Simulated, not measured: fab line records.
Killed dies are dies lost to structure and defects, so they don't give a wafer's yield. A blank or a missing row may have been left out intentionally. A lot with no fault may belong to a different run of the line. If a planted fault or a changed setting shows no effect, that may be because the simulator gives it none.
Matching of chambers / flow n5Finfet / rieSi-05 running N5_BEOL_M0_SAQP_MANDREL1_REMOVE_100: 4 sister chambers
The step chemistry HBr/Cl2/O2, target a-Si, stops on SiNx, bt time 10 s. 14 wafers are shown with their chamber, then 7 later ones without.

== WAFERS PAIRED WITH THEIR CHAMBERS ==
wafer=L080.2; chamber=1; drypumpMotorCurrentA (A)=5.7; throttleValvePct (%)=37.0; oesProductAu (a.u.)=0.990
wafer=L080.3; chamber=3; drypumpMotorCurrentA (A)=5.7; throttleValvePct (%)=37.3; oesProductAu (a.u.)=0.995
wafer=L080.5; chamber=1; drypumpMotorCurrentA (A)=5.8; throttleValvePct (%)=37.0; oesProductAu (a.u.)=0.996
wafer=L081.1; chamber=0; drypumpMotorCurrentA (A)=6.1; throttleValvePct (%)=36.4; oesProductAu (a.u.)=1.010
wafer=L081.2; chamber=1; drypumpMotorCurrentA (A)=5.8; throttleValvePct (%)=37.0; oesProductAu (a.u.)=0.988
wafer=L081.5; chamber=3; drypumpMotorCurrentA (A)=5.7; throttleValvePct (%)=37.3; oesProductAu (a.u.)=0.986
wafer=L082.2; chamber=0; drypumpMotorCurrentA (A)=6.1; throttleValvePct (%)=36.4; oesProductAu (a.u.)=1.019
wafer=L082.5; chamber=2; drypumpMotorCurrentA (A)=6.3; throttleValvePct (%)=36.7; oesProductAu (a.u.)=1.021
wafer=L082.6; chamber=3; drypumpMotorCurrentA (A)=5.7; throttleValvePct (%)=37.3; oesProductAu (a.u.)=1.001
wafer=L087.2; chamber=0; drypumpMotorCurrentA (A)=6.1; throttleValvePct (%)=36.4; oesProductAu (a.u.)=1.017
wafer=L087.3; chamber=2; drypumpMotorCurrentA (A)=6.3; throttleValvePct (%)=36.7; oesProductAu (a.u.)=1.021
wafer=L087.5; chamber=3; drypumpMotorCurrentA (A)=5.7; throttleValvePct (%)=37.3; oesProductAu (a.u.)=0.998
wafer=L089.2; chamber=3; drypumpMotorCurrentA (A)=5.7; throttleValvePct (%)=37.2; oesProductAu (a.u.)=0.994
wafer=L089.4; chamber=1; drypumpMotorCurrentA (A)=5.7; throttleValvePct (%)=37.5; oesProductAu (a.u.)=0.990

SIGNATURES (averages over the wafers above)
reading=drypumpMotorCurrentA; chamber 0=6.100; chamber 1=5.750; chamber 2=6.300; chamber 3=5.700; scatter within a chamber=0.0316
reading=throttleValvePct; chamber 0=36.400; chamber 1=37.125; chamber 2=36.700; chamber 3=37.280; scatter within a chamber=0.14
reading=oesProductAu; chamber 0=1.01533; chamber 1=0.99100; chamber 2=1.02100; chamber 3=0.99480; scatter within a chamber=0.00455
Rule: for a wafer and a chamber, the distance is found by dividing, reading by reading, the gap between the wafer's reading and the chamber's mean by the reading's scatter, squaring, summing and taking the root. If the next closest chamber is less than 2 further off than the closest, the wafer can't be placed; otherwise it belongs to the closest. How the scatter is found: for the shown wafers, subtract from each reading the mean of its chamber, square and add these, divide the total by (wafers less chambers), then take the root.

== WAFERS WHOSE CHAMBER IS MISSING ==
wafer=L089.6; drypumpMotorCurrentA (A)=5.7; throttleValvePct (%)=37.5; oesProductAu (a.u.)=0.981
wafer=L090.2; drypumpMotorCurrentA (A)=5.7; throttleValvePct (%)=37.3; oesProductAu (a.u.)=0.999
wafer=L090.4; drypumpMotorCurrentA (A)=5.7; throttleValvePct (%)=37.5; oesProductAu (a.u.)=0.995
wafer=L090.5; drypumpMotorCurrentA (A)=6.1; throttleValvePct (%)=36.4; oesProductAu (a.u.)=1.013
wafer=L092.1; drypumpMotorCurrentA (A)=5.7; throttleValvePct (%)=37.2; oesProductAu (a.u.)=0.990
wafer=L092.4; drypumpMotorCurrentA (A)=5.8; throttleValvePct (%)=37.5; oesProductAu (a.u.)=0.988
wafer=L092.6; drypumpMotorCurrentA (A)=6.1; throttleValvePct (%)=36.4; oesProductAu (a.u.)=1.005

== WHICH CHAMBER EACH ONE RAN IN ==
wafer=L089.6; from the rows above=can't be placed: 3 or 1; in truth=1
wafer=L090.2; from the rows above=can't be placed: 3 or 1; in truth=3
wafer=L090.4; from the rows above=can't be placed: 3 or 1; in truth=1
wafer=L090.5; from the rows above=0; in truth=0
wafer=L092.1; from the rows above=can't be placed: 3 or 1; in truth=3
wafer=L092.4; from the rows above=can't be placed: 1 or 3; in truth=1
wafer=L092.6; from the rows above=0; in truth=0
Correctly placed: 2 of 7. From these rows, 5 cannot be placed; in 5 the true chamber is one of the candidates. 0 placed wrongly.
